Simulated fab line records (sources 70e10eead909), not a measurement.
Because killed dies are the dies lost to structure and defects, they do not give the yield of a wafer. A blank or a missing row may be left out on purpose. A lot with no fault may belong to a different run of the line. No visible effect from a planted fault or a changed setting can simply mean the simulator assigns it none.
fab line records	flow nand-harc
record lots=24	wafers=72	last-day=24
route steps=1159 shown A_CONTACT@884 A_M0@1008
lots with no fault: from the same line, run without faults
start-h: start of the lot's first displayed wafer, in hours after the record's first day	wait-h: how many hours have passed since the lot's step before this one	" same as the row above	L1.1+2: one row covering several wafers at once	- either no value or no given start	* or withheld: withheld	< > ~ a bound
route shown NAME@n: names a module that has steps shown in the file, with the first one's number in the route	usual: mean/standard deviation of fault-free wafers	same: alike in all rows	chamber/n: place in a boat	sites: per-site readings	_std_site: standard deviation across them	_edge_site: inner sites' mean taken away from outer sites' mean	radius-mm: for every site, how far away it sits from the centre of the wafer	mask NAME#n: copy n	behind: the tool/chamber that last shaped the wafer	hold: why the lot was held/for how many hours/how that ended	device: transistor that didn't switch, given as n, p or np	end of line: the tests these same wafers got at the end of their route	where a step has no rows: the recipe by itself	killed: not the wafer's yield, but the dies lost to structure and defects at the first sort	map: per-die view of a wafer (x killed, . not killed, _ where there is no die)
set.NAME: setting as actually run; set.NAME@STEP: the setting as run at that earlier step	model.NAME: the simulator's own value behind a step, which no gauge read
route steps across a sampled set of lots; one table per step, one row per wafer
services: a tool's chamber out of use, with start hour (start-h, from the record's first day; less than 0 if before it), hours out, and reason
## steps
# step NHARC_A_CONTACT_DEP_57
# recipe target-thk-a=28000	temp-c=400	material=aC
# usual throttle-valve-pct=35.001/0.0087
lot.wafer	tool	chamber	start-h	wait-h	throttle-valve-pct
L074.2	acl-dep-03	0	370.44	-	35.003
L074.4	"	0	"	"	35.001
L074.6	"	0	"	"	35.004
L075.1	acl-dep-01	0	379.72	-	34.997
L075.3	"	0	"	"	34.995
L075.6	"	0	"	"	35.001
L076.2	acl-dep-03	0	380.77	-	34.997
L076.3	"	0	"	"	34.996
L076.5	"	0	"	"	34.991
L077.1	acl-dep-03	0	386.68	-	35.004
L077.3	"	0	"	"	35.005
L077.5	"	0	"	"	35.000
L078.3	acl-dep-02	0	386.89	-	35.008
L078.5	"	0	"	"	34.999
L078.6	"	0	"	"	35.008
L079.1	acl-dep-01	0	407.15	-	34.993
L079.2	"	0	"	"	34.996
L079.3	"	0	"	"	34.991
L080.1	acl-dep-03	0	418.20	-	34.993
L080.5	"	0	419.33	-	35.010
L080.6	"	0	"	"	35.000
L081.4	acl-dep-03	0	423.22	-	34.994
L081.5	"	0	"	"	34.995
L081.6	"	0	"	"	35.004
L082.3	acl-dep-01	0	425.48	-	35.006
L082.4	"	0	"	"	34.995
L082.6	"	0	"	"	35.011
L083.2	acl-dep-01	0	427.43	-	34.999
L083.3	"	0	"	"	35.003
L083.4	"	0	"	"	34.982
L085.1	acl-dep-03	0	439.94	-	34.997
L085.3	"	0	"	"	35.007
L085.5	"	0	"	"	34.993
L086.1	acl-dep-01	0	444.41	-	35.012
L086.3	"	0	"	"	34.976
L086.5	"	0	"	"	34.990
L087.2	acl-dep-03	0	446.30	-	35.006
L087.3	"	0	"	"	34.992
L087.5	"	0	"	"	34.995
L089.3	acl-dep-01	0	451.94	-	34.993
L089.4	"	0	"	"	34.993
L089.5	"	0	"	"	35.002
L084.2	acl-dep-03	0	452.13	-	34.989
L084.3	"	0	"	"	34.997
L084.4	"	0	"	"	35.003
L088.1	acl-dep-01	0	461.72	-	34.991
L088.3	"	0	"	"	34.997
L088.6	"	0	"	"	35.002
L090.1	acl-dep-02	0	465.44	-	35.010
L090.2	"	0	"	"	34.990
L090.3	"	0	"	"	35.014
L091.4	acl-dep-02	0	478.46	-	34.990
L091.5	"	0	"	"	34.998
L091.6	"	0	"	"	35.006
L093.2	acl-dep-03	0	479.91	-	34.990
L093.3	"	0	"	"	35.015
L093.6	"	0	"	"	34.994
L094.1	acl-dep-03	0	484.83	-	34.997
L094.3	"	0	"	"	34.994
L094.5	"	0	"	"	35.002
L092.1	acl-dep-01	0	491.58	-	34.995
L092.2	"	0	"	"	34.997
L092.6	"	0	493.00	-	34.985
L097.2	acl-dep-01	0	509.63	-	35.001
L097.3	"	0	"	"	35.000
L097.6	"	0	"	"	34.995
L095.2	acl-dep-03	0	512.74	-	35.026
L095.3	"	0	"	"	34.995
L095.4	"	0	"	"	34.991
L096.1	acl-dep-02	0	514.61	-	34.994
L096.3	"	0	"	"	34.991
L096.4	"	0	"	"	35.000
# step NHARC_A_CONTACT_INSPECT_71
# usual raw-defect-count=30/13
lot.wafer	tool	chamber	start-h	wait-h	raw-defect-count
L074.2	defect-inspect-01	-	372.74	0.0	14
L074.4	"	-	"	"	17
L074.6	"	-	"	"	19
L075.1	defect-inspect-01	-	382.32	0.0	26
L075.3	"	-	"	"	19
L075.6	"	-	"	"	24
L076.2	defect-inspect-01	-	383.11	0.0	18
L076.3	"	-	"	"	21
L076.5	"	-	"	"	20
L078.3	defect-inspect-01	-	388.99	0.0	28
L078.5	"	-	"	"	18
L078.6	"	-	"	"	22
L077.1	defect-inspect-01	-	389.59	0.0	19
L077.3	"	-	"	"	22
L077.5	"	-	"	"	11
L079.1	defect-inspect-01	-	409.62	0.0	35
L079.2	"	-	"	"	35
L079.3	"	-	"	"	29
L080.1	defect-inspect-01	-	420.77	0.0	37
L080.5	"	-	"	"	46
L080.6	"	-	"	"	32
L081.4	defect-inspect-01	-	424.94	0.0	12
L081.5	"	-	"	"	12
L081.6	"	-	"	"	7
L082.3	defect-inspect-01	-	427.59	0.0	53
L082.4	"	-	"	"	55
L082.6	"	-	"	"	41
L083.2	defect-inspect-01	-	429.76	0.0	16
L083.3	"	-	"	"	17
L083.4	"	-	"	"	8
L085.1	defect-inspect-02	-	442.52	0.0	29
L085.3	"	-	"	"	26
L085.5	"	-	"	"	35
L086.1	defect-inspect-02	-	446.99	0.0	24
L086.3	"	-	"	"	25
L086.5	"	-	"	"	32
L087.2	defect-inspect-02	-	448.81	0.0	62
L087.3	"	-	"	"	46
L087.5	"	-	"	"	37
L089.3	defect-inspect-01	-	453.83	0.0	47
L089.4	"	-	"	"	51
L089.5	"	-	"	"	46
L084.2	defect-inspect-01	-	454.44	0.0	25
L084.3	"	-	"	"	29
L084.4	"	-	"	"	33
L088.1	defect-inspect-02	-	464.34	0.0	12
L088.3	"	-	"	"	12
L088.6	"	-	"	"	8
L090.1	defect-inspect-01	-	467.87	0.0	31
L090.2	"	-	"	"	31
L090.3	"	-	"	"	25
L091.4	defect-inspect-01	-	480.07	0.0	33
L091.5	"	-	"	"	33
L091.6	"	-	"	"	35
L093.2	defect-inspect-01	-	482.38	0.0	35
L093.3	"	-	"	"	40
L093.6	"	-	"	"	38
L094.1	defect-inspect-02	-	487.54	0.0	39
L094.3	"	-	"	"	33
L094.5	"	-	"	"	28
L092.1	defect-inspect-02	-	494.18	0.0	63
L092.2	"	-	"	"	58
L092.6	"	-	"	"	56
L097.2	defect-inspect-01	-	511.96	0.0	36
L097.3	"	-	"	"	44
L097.6	"	-	"	"	49
L095.2	defect-inspect-01	-	514.93	0.0	14
L095.3	"	-	"	"	17
L095.4	"	-	"	"	14
L096.1	defect-inspect-02	-	517.21	0.0	43
L096.3	"	-	"	"	40
L096.4	"	-	"	"	48
# step NHARC_A_CONTACT_ETCH_129
# recipe source-w=withheld	pressure-mtorr=20	bias-v=1200	time-s=155	target-depth-a=9560	ar-flow-sccm=withheld	c4f8-flow-sccm=withheld	o2-flow-sccm=withheld	chemistry=C4F8/O2/Ar
# usual oes-air-line-au=0.998/0.02
lot.wafer	tool	chamber	start-h	wait-h	oes-air-line-au	rf-hours-counter-h
L074.2	har-cap-etch-02	1	374.84	0.1	0.961	10
L074.4	"	0	"	"	0.980	-
L074.6	"	1	"	"	0.978	-
L075.1	har-cap-etch-01	1	385.08	0.2	0.985	60
L075.3	"	1	"	"	0.981	-
L075.6	"	0	"	"	1.013	-
L076.2	har-cap-etch-02	0	385.77	0.1	0.992	13
L076.3	"	1	"	"	1.032	-
L076.5	"	1	"	"	1.036	-
L078.3	har-cap-etch-03	1	390.98	0.1	1.011	-
L078.5	"	1	"	"	1.008	-
L078.6	"	0	"	"	1.007	-
L077.1	har-cap-etch-01	1	391.86	0.2	0.993	62
L077.3	"	1	"	"	1.020	-
L077.5	"	1	"	"	1.001	-
L079.1	har-cap-etch-02	0	412.03	0.1	0.989	16
L079.2	"	1	"	"	0.974	16
L079.3	"	0	"	"	1.034	-
L080.1	har-cap-etch-01	0	422.82	0.1	1.016	65
L080.6	"	0	"	"	1.011	-
L080.5	"	1	"	"	0.991	-
L081.4	har-cap-etch-03	1	426.94	0.1	0.981	-
L081.5	"	1	"	"	0.988	-
L081.6	"	0	"	"	1.035	-
L082.3	har-cap-etch-01	0	429.59	0.1	0.987	-
L082.4	"	1	"	"	1.021	-
L082.6	"	1	"	"	1.003	-
L083.2	har-cap-etch-03	1	431.84	0.1	1.041	95
L083.4	"	0	"	"	0.978	-
L083.3	"	1	"	"	1.006	-
L085.1	har-cap-etch-02	0	444.54	0.1	0.963	21
L085.3	"	1	"	"	1.002	-
L085.5	"	0	"	"	0.965	-
L086.1	har-cap-etch-02	1	449.50	0.1	0.986	23
L086.3	"	0	"	"	1.034	-
L086.5	"	1	"	"	0.978	-
L087.2	har-cap-etch-03	0	450.79	0.1	1.010	100
L087.3	"	0	"	"	0.984	-
L087.5	"	0	"	"	1.031	-
L089.4	har-cap-etch-02	1	455.97	0.1	0.999	-
L089.3	"	0	"	"	1.014	-
L089.5	"	0	"	"	0.990	-
L084.2	har-cap-etch-01	0	456.48	0.2	0.973	72
L084.4	"	1	"	"	1.014	-
L084.3	"	0	"	"	0.987	-
L088.1	har-cap-etch-01	0	466.39	0.1	0.965	75
L088.3	"	1	"	"	0.993	-
L088.6	"	0	"	"	0.994	-
L090.2	har-cap-etch-03	1	469.82	0.1	1.001	104
L090.1	"	0	"	"	0.976	104
L090.3	"	1	"	"	1.012	-
L091.4	har-cap-etch-03	1	482.12	0.1	0.979	-
L091.6	"	0	"	"	1.011	-
L091.5	"	1	"	"	0.973	-
L093.2	har-cap-etch-02	0	484.95	0.2	0.966	29
L093.3	"	1	"	"	1.013	-
L093.6	"	0	"	"	0.971	-
L094.1	har-cap-etch-02	0	489.75	0.2	1.022	30
L094.3	"	1	"	"	0.988	-
L094.5	"	1	"	"	0.970	-
L092.1	har-cap-etch-03	1	496.15	0.1	0.993	108
L092.2	"	0	"	"	1.007	108
L092.6	"	1	"	"	0.998	-
L097.2	har-cap-etch-03	0	514.15	0.1	1.007	111
L097.3	"	1	"	"	0.985	-
L097.6	"	1	"	"	0.990	-
L095.2	har-cap-etch-03	1	517.18	0.1	0.960	112
L095.4	"	1	"	"	0.979	-
L095.3	"	0	"	"	1.011	-
L096.1	har-cap-etch-02	1	519.57	0.1	0.993	35
L096.3	"	1	"	"	0.999	-
L096.4	"	0	"	"	0.995	-
# step NHARC_A_CONTACT_ETCH_130
# recipe source-w=withheld	pressure-mtorr=20	bias-v=1200	time-s=155	target-depth-a=9560	ar-flow-sccm=withheld	c4f8-flow-sccm=withheld	o2-flow-sccm=withheld	chemistry=C4F8/O2/Ar
# usual oes-air-line-au=0.994/0.019
lot.wafer	tool	chamber	start-h	wait-h	oes-air-line-au	rf-hours-counter-h
L074.2	har-cap-etch-02	1	374.98	0.1	0.993	10
L074.4	"	0	"	"	0.984	-
L074.6	"	1	"	"	0.993	-
L075.1	har-cap-etch-01	1	385.27	0.2	0.966	60
L075.3	"	1	"	"	0.983	-
L075.6	"	0	"	"	0.992	-
L076.2	har-cap-etch-02	0	385.92	0.1	0.989	13
L076.3	"	1	"	"	1.007	-
L076.5	"	1	"	"	1.010	-
L078.3	har-cap-etch-03	1	391.12	0.1	1.003	-
L078.5	"	1	"	"	0.955	-
L078.6	"	0	"	"	0.987	-
L077.1	har-cap-etch-01	1	392.05	0.2	1.020	62
L077.3	"	1	"	"	1.018	-
L077.5	"	1	"	"	1.015	-
L079.1	har-cap-etch-02	0	412.17	0.1	1.027	16
L079.2	"	1	"	"	1.016	16
L079.3	"	0	"	"	1.011	-
L080.1	har-cap-etch-01	0	422.96	0.1	0.981	66
L080.6	"	0	"	"	1.000	-
L080.5	"	1	"	"	1.008	-
L081.4	har-cap-etch-03	1	427.08	0.1	1.006	-
L081.5	"	1	"	"	1.005	-
L081.6	"	0	"	"	1.024	-
L082.3	har-cap-etch-01	0	429.73	0.1	0.978	-
L082.4	"	1	"	"	1.031	-
L082.6	"	1	"	"	1.012	-
L083.2	har-cap-etch-03	1	431.99	0.1	0.977	95
L083.4	"	0	"	"	1.018	-
L083.3	"	1	"	"	0.972	-
L085.1	har-cap-etch-02	0	444.68	0.1	0.989	22
L085.3	"	1	"	"	1.016	-
L085.5	"	0	"	"	0.976	-
L086.1	har-cap-etch-02	1	449.64	0.1	0.991	23
L086.3	"	0	"	"	1.009	-
L086.5	"	1	"	"	0.971	-
L087.2	har-cap-etch-03	0	450.94	0.1	0.981	100
L087.3	"	0	"	"	0.986	-
L087.5	"	0	"	"	0.989	-
L089.4	har-cap-etch-02	1	456.12	0.1	1.024	-
L089.3	"	0	"	"	1.004	-
L089.5	"	0	"	"	0.968	-
L084.2	har-cap-etch-01	0	456.66	0.2	0.997	73
L084.4	"	1	"	"	0.993	-
L084.3	"	0	"	"	1.001	-
L088.1	har-cap-etch-01	0	466.53	0.1	1.026	75
L088.3	"	1	"	"	0.986	-
L088.6	"	0	"	"	1.007	-
L090.2	har-cap-etch-03	1	469.97	0.1	1.019	104
L090.1	"	0	"	"	0.976	104
L090.3	"	1	"	"	1.018	-
L091.4	har-cap-etch-03	1	482.26	0.1	0.988	-
L091.6	"	0	"	"	0.984	-
L091.5	"	1	"	"	0.978	-
L093.2	har-cap-etch-02	0	485.20	0.2	1.005	29
L093.3	"	1	"	"	0.999	-
L093.6	"	0	"	"	0.977	-
L094.1	har-cap-etch-02	0	489.93	0.2	1.005	30
L094.3	"	1	"	"	0.985	-
L094.5	"	1	"	"	1.011	-
L092.1	har-cap-etch-03	1	496.29	0.1	0.987	108
L092.2	"	0	"	"	0.997	108
L092.6	"	1	"	"	0.963	-
L097.2	har-cap-etch-03	0	514.29	0.1	1.010	111
L097.3	"	1	"	"	0.965	-
L097.6	"	1	"	"	0.965	-
L095.2	har-cap-etch-03	1	517.32	0.1	1.003	112
L095.4	"	1	"	"	1.037	-
L095.3	"	0	"	"	0.987	-
L096.1	har-cap-etch-02	1	519.72	0.1	0.980	35
L096.3	"	1	"	"	0.962	-
L096.4	"	0	"	"	0.992	-
# step NHARC_A_CONTACT_ETCH_137
# recipe source-w=withheld	pressure-mtorr=20	bias-v=3000	time-s=132	target-depth-a=12870	ar-flow-sccm=withheld	c4f8-flow-sccm=withheld	o2-flow-sccm=withheld	chemistry=C4F8/O2/Ar
# usual oes-air-line-au=1.000/0.019
lot.wafer	tool	chamber	start-h	wait-h	oes-air-line-au	rf-hours-counter-h
L074.2	har-cap-etch-03	0	381.23	0.1	0.989	86
L074.4	"	1	"	"	1.003	-
L074.6	"	0	"	"	0.986	-
L075.1	har-cap-etch-02	1	391.50	0.1	1.004	14
L075.3	"	1	"	"	1.014	-
L075.6	"	0	"	"	0.961	-
L076.2	har-cap-etch-03	0	392.23	0.1	0.997	90
L076.3	"	0	"	"	0.992	-
L076.5	"	0	"	"	0.999	-
L078.3	har-cap-etch-02	1	396.82	0.1	1.022	-
L078.6	"	1	"	"	1.036	-
L078.5	"	0	"	"	1.005	-
L077.1	har-cap-etch-03	1	399.53	0.1	0.997	90
L077.3	"	1	"	"	0.992	-
L077.5	"	0	"	"	0.974	-
L079.1	har-cap-etch-02	1	420.78	0.1	1.017	17
L079.2	"	0	"	"	1.000	17
L079.3	"	0	"	"	0.997	-
L080.1	har-cap-etch-02	0	429.29	0.1	0.978	19
L080.6	"	1	"	"	1.004	-
L080.5	"	0	"	"	1.015	-
L081.4	har-cap-etch-02	1	434.38	0.1	1.021	-
L081.5	"	0	"	"	0.994	-
L081.6	"	1	"	"	1.010	-
L082.3	har-cap-etch-03	0	437.65	0.1	1.007	-
L082.4	"	1	"	"	0.985	-
L082.6	"	1	"	"	1.000	-
L083.2	har-cap-etch-02	1	438.82	0.1	0.964	20
L083.4	"	1	"	"	1.016	-
L083.3	"	0	"	"	0.983	-
L085.1	har-cap-etch-01	1	450.64	0.1	1.019	71
L085.3	"	1	"	"	1.018	-
L085.5	"	0	"	"	0.997	-
L086.1	har-cap-etch-03	0	456.95	0.1	0.992	101
L086.3	"	1	"	"	1.001	-
L086.5	"	0	"	"	1.007	-
L087.2	har-cap-etch-02	1	457.24	0.1	1.017	25
L087.3	"	0	"	"	1.006	-
L087.5	"	1	"	"	1.019	-
L089.3	har-cap-etch-01	1	462.43	0.1	0.993	-
L089.4	"	0	"	"	1.001	-
L089.5	"	1	"	"	0.989	-
L084.2	har-cap-etch-03	1	463.19	0.1	0.992	103
L084.3	"	0	"	"	1.024	-
L084.4	"	1	"	"	1.015	-
L088.1	har-cap-etch-02	1	473.33	0.1	0.979	27
L088.3	"	0	"	"	0.990	-
L088.6	"	0	"	"	1.046	-
L090.1	har-cap-etch-02	1	477.59	0.1	1.009	28
L090.2	"	0	"	"	0.993	28
L090.3	"	0	"	"	1.015	-
L091.4	har-cap-etch-03	1	488.87	0.1	1.020	-
L091.5	"	0	"	"	1.028	-
L091.6	"	1	"	"	1.015	-
L093.2	har-cap-etch-01	0	491.53	0.1	0.968	79
L093.3	"	1	"	"	0.998	-
L093.6	"	0	"	"	0.984	-
L094.1	har-cap-etch-02	1	496.76	0.1	0.982	31
L094.3	"	0	"	"	0.987	-
L094.5	"	1	"	"	0.996	-
L092.1	har-cap-etch-01	0	502.00	0.1	1.008	80
L092.2	"	1	"	"	0.966	80
L092.6	"	1	"	"	0.970	-
L097.2	har-cap-etch-01	1	521.23	0.1	1.016	83
L097.3	"	0	"	"	1.035	-
L097.6	"	1	"	"	1.004	-
L095.2	har-cap-etch-02	1	525.40	0.1	1.005	37
L095.4	"	0	"	"	0.982	-
L095.3	"	1	"	"	0.994	-
L096.1	har-cap-etch-01	0	525.89	0.1	0.986	85
L096.3	"	1	"	"	0.991	-
L096.4	"	0	"	"	1.009	-
# step NHARC_A_M0_ETCH_34
# recipe target-depth-a=400	overetch-a=120	time-s=43.94	ion-energy-ev=200	n2-flow-sccm=150	h2-flow-sccm=150	ar-flow-sccm=0	rf-w=400	bias-w=150	chemistry=N2/H2
# usual bias-w=150.0/0.47	drypump-motor-current-A=5.9/0.33	oes-product-au=0.999/0.0085	rf-vpp-V=429.3/2.3	showerhead-plenum-p-Torr=2.00/0.076	throttle-valve-pct=14.172/0.0095
lot.wafer	tool	chamber	start-h	wait-h	bias-w	drypump-motor-current-A	oes-product-au	rf-hours-counter-h	rf-vpp-V	showerhead-plenum-p-Torr	throttle-valve-pct
L074.2	rie-diel-08	1	394.71	0.1	150.0	5.6	1.001	6.5	434.2	2.18	14.164
L074.6	"	1	"	"	148.9	5.6	0.997	-	433.0	2.17	14.166
L074.4	"	3	"	"	149.3	5.4	1.004	-	427.0	1.94	14.169
L075.1	rie-diel-08	1	402.43	0.1	150.6	5.6	1.003	6.8	435.1	2.18	14.183
L075.3	"	2	"	"	150.2	5.9	0.989	6.8	427.5	1.93	14.169
L075.6	"	3	"	"	149.9	5.4	1.010	-	427.6	1.94	14.161
L076.3	rie-diel-08	3	402.90	0.1	149.8	5.4	0.996	6.9	428.4	1.94	14.182
L076.2	"	1	"	"	149.3	5.6	1.005	6.9	434.4	2.17	14.188
L076.5	"	3	"	"	150.3	5.4	0.996	-	427.5	1.94	14.170
L078.3	rie-diel-10	3	405.34	0.1	150.8	6.1	0.998	3.1	426.5	1.91	14.179
L078.6	"	1	"	"	150.4	5.5	1.015	-	427.8	2.00	14.176
L078.5	"	2	"	"	149.0	6.0	1.005	-	427.3	2.00	14.182
L077.1	rie-diel-08	0	407.82	0.1	149.6	6.3	1.000	7.0	428.4	1.99	14.195
L077.3	"	2	"	"	150.6	5.9	0.994	7.5	428.0	1.92	14.171
L077.5	"	3	"	"	149.6	5.4	0.999	-	428.7	1.94	14.165
L079.3	rie-diel-08	2	429.27	0.1	149.8	5.9	0.998	8.6	427.2	1.92	14.167
L079.1	"	0	"	"	150.0	6.3	1.005	8.4	430.2	1.99	14.151
L079.2	"	1	"	"	149.6	5.6	0.992	8.6	433.1	2.17	14.159
L080.1	rie-diel-08	1	444.01	0.1	150.1	5.6	1.011	9.6	434.1	2.17	14.185
L080.5	"	3	"	"	150.3	5.4	1.012	-	428.8	1.94	14.175
L080.6	"	0	"	"	150.4	6.3	1.012	-	429.6	1.99	14.169
L081.4	rie-diel-10	1	444.70	0.1	150.1	5.5	0.998	5.9	428.8	2.00	14.189
L081.6	"	3	"	"	150.7	6.1	1.003	-	426.1	1.91	14.176
L081.5	"	0	"	"	150.1	5.4	1.000	-	428.6	1.96	14.169
L082.4	rie-diel-10	1	451.91	0.1	149.2	5.5	1.000	6.0	428.8	2.00	14.176
L082.3	"	2	"	"	150.1	6.0	1.004	5.9	430.2	2.00	14.168
L082.6	"	1	"	"	148.8	5.5	0.996	-	428.6	2.00	14.181
L083.2	rie-diel-09	2	452.34	0.1	149.9	6.2	0.997	0.5	429.4	2.01	14.178
L083.3	"	3	"	"	149.1	6.2	0.986	0.5	432.6	2.11	14.182
L083.4	"	0	"	"	149.7	6.0	0.986	0.5	428.2	1.96	14.179
L085.1	rie-diel-09	2	460.73	0.1	151.0	6.3	0.994	1.3	429.6	2.01	14.167
L085.3	"	3	"	"	148.6	6.3	0.997	1.6	432.9	2.11	14.173
L085.5	"	2	"	"	150.2	6.2	1.006	-	428.9	2.01	14.174
L086.1	rie-diel-10	2	469.54	0.1	149.9	6.0	1.011	7.4	430.3	2.00	14.170
L086.3	"	3	"	"	150.4	6.1	1.005	7.2	426.1	1.91	14.174
L086.5	"	1	"	"	149.6	5.5	0.989	-	429.6	2.00	14.184
L087.2	rie-diel-10	0	470.34	0.1	150.0	5.4	1.006	7.7	427.5	1.96	14.167
L087.3	"	2	"	"	150.7	6.0	1.015	7.4	430.2	2.00	14.178
L087.5	"	3	"	"	151.0	6.1	0.998	-	426.4	1.91	14.169
L089.3	rie-diel-09	1	479.36	0.1	149.8	6.1	0.975	2.4	427.5	1.97	14.166
L089.4	"	0	"	"	149.3	6.1	0.982	-	428.4	1.96	14.166
L089.5	"	1	"	"	149.5	6.1	0.991	-	427.7	1.97	14.161
L084.3	rie-diel-09	1	479.88	0.3	150.1	6.1	0.984	2.5	427.0	1.97	14.162
L084.2	"	3	"	"	149.4	6.2	0.983	3.5	433.7	2.11	14.183
L084.4	"	0	"	"	149.8	6.1	0.989	-	427.5	1.96	14.170
L088.1	rie-diel-10	3	484.26	0.1	150.9	6.1	0.990	8.7	427.4	1.91	14.160
L088.3	"	0	"	"	150.0	5.4	0.999	9.5	428.5	1.96	14.176
L088.6	"	1	"	"	150.5	5.5	1.002	-	431.0	2.00	14.174
L090.1	rie-diel-08	3	491.09	0.1	149.7	5.4	1.007	0.0	426.9	1.94	14.152
L090.3	"	1	"	"	150.2	5.6	1.008	0.1	433.5	2.17	14.169
L090.2	"	2	"	"	150.0	5.9	1.000	0.0	426.9	1.92	14.179
L091.4	rie-diel-09	2	504.37	0.1	149.5	6.2	1.010	3.7	429.5	2.01	14.166
L091.6	"	2	"	"	149.9	6.2	1.007	-	429.9	2.01	14.171
L091.5	"	3	"	"	149.9	6.3	0.989	-	432.2	2.10	14.166
L093.3	rie-diel-08	2	510.39	0.1	150.0	5.9	1.006	2.0	427.2	1.92	14.149
L093.2	"	0	"	"	150.9	6.3	0.995	1.4	429.4	1.99	14.176
L093.6	"	3	"	"	149.3	5.4	1.005	-	427.2	1.94	14.173
L094.1	rie-diel-09	3	511.22	0.1	149.5	6.2	0.980	5.1	431.9	2.10	14.176
L094.3	"	0	"	"	149.2	6.0	0.994	4.9	428.9	1.96	14.164
L094.5	"	2	"	"	149.6	6.3	0.988	-	431.1	2.01	14.175
L092.2	rie-diel-10	0	519.22	0.1	151.2	5.4	1.007	12.0	429.4	1.96	14.160
L092.1	"	2	"	"	149.9	6.0	1.020	11.0	428.4	2.00	14.174
L092.6	"	0	"	"	150.7	5.4	1.010	-	428.0	1.96	14.170
L097.2	rie-diel-09	3	530.74	0.1	150.2	6.2	0.990	5.5	433.0	2.10	14.183
L097.3	"	0	"	"	150.0	6.1	0.991	5.4	428.2	1.96	14.158
L097.6	"	0	"	"	150.4	6.0	0.987	-	428.5	1.96	14.183
L095.4	rie-diel-08	1	533.74	0.1	150.2	5.7	0.994	3.4	434.1	2.17	14.178
L095.3	"	2	"	"	149.7	5.9	0.991	3.8	427.2	1.92	14.179
L095.2	"	3	"	"	150.4	5.4	0.995	3.4	427.4	1.94	14.173
L096.1	rie-diel-08	0	535.23	0.1	150.4	6.3	1.001	3.2	430.6	1.99	14.179
L096.3	"	2	"	"	149.5	6.0	1.007	3.9	425.7	1.92	14.165
L096.4	"	3	"	"	149.6	5.4	1.013	3.5	428.8	1.94	14.165
## services
tool	chamber	start-h	hours	kind
acl-dep-02	-	350.65	13.0	pm
rie-diel-10	-	353.71	9.0	pm
rie-diel-08	0	360.04	-	clean
rie-diel-08	1	360.04	-	clean
rie-diel-08	2	360.04	-	clean
rie-diel-08	3	360.04	-	clean
rie-diel-08	-	369.52	0.6	repair
rie-diel-08	0	384.57	-	clean
rie-diel-08	1	384.57	-	clean
rie-diel-10	1	385.89	5.1	repair
rie-diel-08	0	388.73	6.3	repair
rie-diel-10	-	402.67	1.7	repair
acl-dep-03	-	405.20	13.0	pm
har-cap-etch-02	-	418.51	0.6	repair
rie-diel-09	-	431.10	9.0	pm
har-cap-etch-01	-	434.52	0.1	repair
acl-dep-01	-	474.17	13.0	pm
rie-diel-09	2	475.90	6.7	repair
rie-diel-08	-	479.00	9.0	pm
rie-diel-10	3	506.15	4.5	repair
har-cap-etch-03	-	512.78	0.4	repair
rie-diel-08	3	528.51	4.8	repair
rie-diel-10	-	530.71	9.0	pm
acl-dep-02	-	531.72	13.0	pm
## key
fault none
